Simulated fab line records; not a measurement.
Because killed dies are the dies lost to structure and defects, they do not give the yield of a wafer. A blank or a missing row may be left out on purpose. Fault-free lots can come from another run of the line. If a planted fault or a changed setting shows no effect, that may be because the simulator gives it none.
Which tool did it? + flow nand_harc + 12 lots with 36 wafers sampled at 5 steps, on a route of 1302 steps

## WHAT THE GAUGES READ, wafer by wafer
NHARC_A_SGD_CUT_INSPECT_25.
| lot  | measured     | on                | raw_defect_count |
|------|--------------|-------------------|------------------|
| L076 | day 19 20:58 | defect_inspect-02 | 335 453 428      |
| L077 | day 20 07:54 | defect_inspect-01 | 478 565 558      |
| L079 | day 21 10:19 | defect_inspect-01 | 320 315 377      |
| L081 | day 22 04:16 | defect_inspect-02 | 507 368 414      |
| L084 | day 23 07:19 | defect_inspect-02 | 355 323 432      |
| L085 | day 23 22:15 | defect_inspect-01 | 379 328 317      |
| L087 | day 24 22:29 | defect_inspect-02 | 348 439 276      |
| L088 | day 24 22:32 | defect_inspect-01 | 400 397 577      |
| L090 | day 26 13:05 | defect_inspect-02 | 348 356 344      |
| L093 | day 27 09:11 | defect_inspect-01 | 322 259 321      |
| L096 | day 28 03:25 | defect_inspect-01 | 388 331 379      |
| L097 | day 28 20:37 | defect_inspect-01 | 401 355 292      |

## WHICH TOOL RAN EACH LOT (tool, then ch and the chambers of the sampled wafers, then the start)
| lot  | NHARC_A_STAIRCASE_DEP_280       | NHARC_A_STAIRCASE_ETCH_292         | NHARC_A_SGD_CUT_ETCH_16                       | NHARC_A_SGD_CUT_STRIP_28                      |
|------|---------------------------------|------------------------------------|-----------------------------------------------|-----------------------------------------------|
| L076 | pecvd-01 ch 0,1,2, day 17 04:50 | rie_diel-07 ch 1,2,3, day 17 05:55 | rie_diel-02 ch 0,1, day 19 20:58 or earlier   | rie_diel-02 ch 0,1,2, day 19 20:58 or earlier |
| L077 | pecvd-01 ch 0,1,2, day 17 18:05 | rie_diel-04 ch 0,2,3, day 17 19:09 | rie_diel-12 ch 1,2,3, day 20 07:54 or earlier | rie_diel-13 ch 0,1,2, day 20 07:54 or earlier |
| L079 | pecvd-02 ch 0,1,2, day 18 18:58 | rie_diel-08 ch 1,3, day 18 20:03   | rie_diel-02 ch 0,2, day 21 10:19 or earlier   | rie_diel-02 ch 0,2, day 21 10:19 or earlier   |
| L081 | pecvd-03 ch 0,1, day 19 16:14   | rie_diel-04 ch 0,1,2, day 19 17:17 | rie_diel-12 ch 0,1,3, day 22 04:16 or earlier | rie_diel-12 ch 0,2,3, day 22 04:16 or earlier |
| L084 | pecvd-02 ch 0,2, day 20 14:29   | rie_diel-08 ch 1,2,3, day 20 15:42 | rie_diel-12 ch 0,1, day 23 07:19 or earlier   | rie_diel-12 ch 0,2,3, day 23 07:19 or earlier |
| L085 | pecvd-02 ch 0,1, day 21 07:25   | rie_diel-07 ch 0,1,2, day 21 08:23 | rie_diel-02 ch 0,1,3, day 23 22:15 or earlier | rie_diel-12 ch 1,3, day 23 22:15 or earlier   |
| L087 | pecvd-01 ch 0,2, day 22 02:30   | rie_diel-04 ch 0,1,2, day 22 03:25 | rie_diel-02 ch 1,2, day 24 22:29 or earlier   | rie_diel-13 ch 1,3, day 24 22:29 or earlier   |
| L088 | pecvd-01 ch 1,2, day 22 12:56   | rie_diel-04 ch 1,2, day 22 13:58   | rie_diel-13 ch 2,3, day 24 22:32 or earlier   | rie_diel-13 ch 1,2,3, day 24 22:32 or earlier |
| L090 | pecvd-02 ch 0,1,2, day 23 19:13 | rie_diel-07 ch 0,1, day 23 20:18   | rie_diel-02 ch 2,3, day 26 13:05 or earlier   | rie_diel-13 ch 0,1,2, day 26 13:05 or earlier |
| L093 | pecvd-03 ch 0,1,2, day 24 16:19 | rie_diel-07 ch 0,3, day 24 17:19   | rie_diel-13 ch 2,3, day 27 09:11 or earlier   | rie_diel-13 ch 0,2,3, day 27 09:11 or earlier |
| L096 | pecvd-01 ch 0,1,2, day 25 10:17 | rie_diel-04 ch 2,3, day 25 11:17   | rie_diel-12 ch 1,2, day 28 03:25 or earlier   | rie_diel-02 ch 1,2,3, day 28 03:25 or earlier |
| L097 | pecvd-01 ch 1,2, day 26 05:35   | rie_diel-08 ch 1,2,3, day 26 06:44 | rie_diel-13 ch 0,1,2, day 28 20:37 or earlier | rie_diel-13 ch 0,1,2, day 28 20:37 or earlier |
- NHARC_A_STAIRCASE_DEP_280: deposits SiON, target thk 30 nm.
- NHARC_A_STAIRCASE_ETCH_292: etches the open film in CF4/CHF3.
- NHARC_A_SGD_CUT_ETCH_16: etches the open film in C4F8/O2/Ar, target depth 310.5 nm, time 155.2 s.
- NHARC_A_SGD_CUT_STRIP_28: strips in O2, time 20 s.

## THE ANSWER, worked out from the rows above alone
Rule: the lots themselves supply what counts as usual. The widest of any qualifying gaps counts: lots, ordered by their means at a reading, are off when they make up no more than a third of the lots, leave a main group of 4 or more, and stand apart from it by 3 or more times the standard deviation of that group's means. The tables above print the reading to a certain number of digits; a main group whose means all agree to those digits is not used. A lot without any number at a reading at which 4 lots or more have one is off too. Any other lot the step has rows for is counted as sound.
None of the lots is off at any reading shown; this tells nothing.

## WHAT HAD BEEN PUT IN BY THE SIMULATOR
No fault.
